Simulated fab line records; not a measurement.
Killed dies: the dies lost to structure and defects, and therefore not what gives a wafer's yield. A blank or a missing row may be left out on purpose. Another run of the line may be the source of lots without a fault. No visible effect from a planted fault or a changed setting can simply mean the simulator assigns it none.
Chamber matching + flow nand_harc + rie_diel-03 running NHARC_A_M0_DESCUM_14: 4 sister chambers
The step chemistry O2, time 3 s. 14 wafers are shown with their chamber, then 7 later ones without.

WAFERS PAIRED WITH THEIR CHAMBERS
| wafer  | chamber | drypump_motor_current_A (A) | throttle_valve_pct (%) | oes_product_au (a.u.) |
|--------|---------|-----------------------------|------------------------|-----------------------|
| L333.1 | 2       | 5.9                         | 11.317                 | 0.998                 |
| L333.3 | 3       | 5.6                         | 11.310                 | 0.998                 |
| L333.4 | 0       | 6.1                         | 11.307                 | 1.027                 |
| L334.4 | 3       | 5.6                         | 11.317                 | 0.999                 |
| L334.5 | 2       | 5.9                         | 11.315                 | 0.998                 |
| L334.6 | 3       | 5.7                         | 11.320                 | 0.994                 |
| L338.1 | 1       | 4.9                         | 11.336                 | 0.991                 |
| L338.4 | 3       | 5.6                         | 11.314                 | 1.006                 |
| L338.5 | 0       | 6.1                         | 11.320                 | 1.006                 |
| L341.2 | 0       | 6.1                         | 11.320                 | 1.011                 |
| L341.3 | 3       | 5.6                         | 11.308                 | 0.999                 |
| L341.5 | 0       | 6.1                         | 11.301                 | 1.005                 |
| L347.3 | 3       | 5.6                         | 11.321                 | 0.984                 |
| L347.5 | 3       | 5.6                         | 11.314                 | 1.001                 |

SIGNATURES (means of the wafers above)
| reading                 | chamber 0 | chamber 1 | chamber 2 | chamber 3 | scatter within a chamber |
|-------------------------|-----------|-----------|-----------|-----------|--------------------------|
| drypump_motor_current_A | 6.100     | 4.900     | 5.900     | 5.614     | 0.0293                   |
| throttle_valve_pct      | 11.31200  | 11.33600  | 11.31600  | 11.31486  | 0.00646                  |
| oes_product_au          | 1.01225   | 0.99100   | 0.99800   | 0.99729   | 0.00771                  |
Rule: for a wafer and a chamber, the distance is found by dividing, reading by reading, the gap between the wafer's reading and the chamber's mean by the reading's scatter, squaring, summing and taking the root. The wafer belongs to the nearest chamber; if the next one is less than 2 further off, it can't be placed. How the scatter is found: for the shown wafers, subtract from each reading the mean of its chamber, square and add these, divide the total by (wafers less chambers), then take the root.

WAFERS WITHOUT THEIR CHAMBER
| wafer  | drypump_motor_current_A (A) | throttle_valve_pct (%) | oes_product_au (a.u.) |
|--------|-----------------------------|------------------------|-----------------------|
| L347.6 | 5.9                         | 11.301                 | 0.989                 |
| L348.1 | 6.1                         | 11.316                 | 1.009                 |
| L348.3 | 5.6                         | 11.313                 | 0.997                 |
| L348.4 | 5.9                         | 11.314                 | 0.992                 |
| L349.1 | 6.1                         | 11.297                 | 1.013                 |
| L349.4 | 5.6                         | 11.306                 | 0.990                 |
| L349.6 | 5.9                         | 11.306                 | 0.994                 |

THE CHAMBER EACH PASSED THROUGH
| wafer  | from the rows above | in truth |
|--------|---------------------|----------|
| L347.6 | 2                   | 2        |
| L348.1 | 0                   | 0        |
| L348.3 | 3                   | 3        |
| L348.4 | 2                   | 2        |
| L349.1 | 0                   | 0        |
| L349.4 | 3                   | 3        |
| L349.6 | 2                   | 2        |
Placed correctly: 7 of 7. Number that these rows cannot place: 0. Placed wrongly: 0.
